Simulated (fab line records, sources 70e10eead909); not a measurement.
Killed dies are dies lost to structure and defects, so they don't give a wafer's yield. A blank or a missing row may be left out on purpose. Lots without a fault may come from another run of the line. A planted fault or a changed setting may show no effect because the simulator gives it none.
Chamber matching | flow nand_harc | NHARC_P_CONTACT_STRIP_28 on rie_diel-07: 4 sister chambers
The step strips in O2. 4 wafers are shown with their chamber, then 8 later ones without.

WAFERS WITH THEIR CHAMBER
wafer  | chamber | drypump_motor_current_A (A)
L148.2 | 1       | 5.8
L149.1 | 3       | 6.5
L158.5 | 2       | 5.1
L160.2 | 0       | 6.2

WAFERS WITHOUT THEIR CHAMBER
wafer  | drypump_motor_current_A (A)
L160.4 | 5.8
L160.5 | 6.5
L162.3 | 5.7
L162.4 | 6.2
L162.6 | 6.1
L164.2 | 6.5
L164.5 | 6.5
L164.6 | 6.1

WHICH CHAMBER EACH WENT THROUGH
wafer  | from the rows above | in truth
L160.4 | 1                   | 1
L160.5 | 3                   | 3
L162.3 | 1                   | 1
L162.4 | 0                   | 0
L162.6 | 0                   | 0
L164.2 | 3                   | 3
L164.5 | 3                   | 3
L164.6 | 0                   | 0
Placed correctly: 8 of 8. Can't be placed from these rows: 0. Placed wrongly: 0.
How it was worked out, from the rows above alone: a wafer's distance from a chamber is the root of the sum, over the readings, of the square of ((its reading less the chamber's mean) divided by the reading's scatter). The wafer belongs to the nearest chamber; if the next one is less than 2 further off, it can't be placed. A chamber's mean is the mean of its shown wafers. The scatter: with one shown wafer a chamber, the root of the mean of the squares of how far each hidden wafer lies from its nearest shown one.
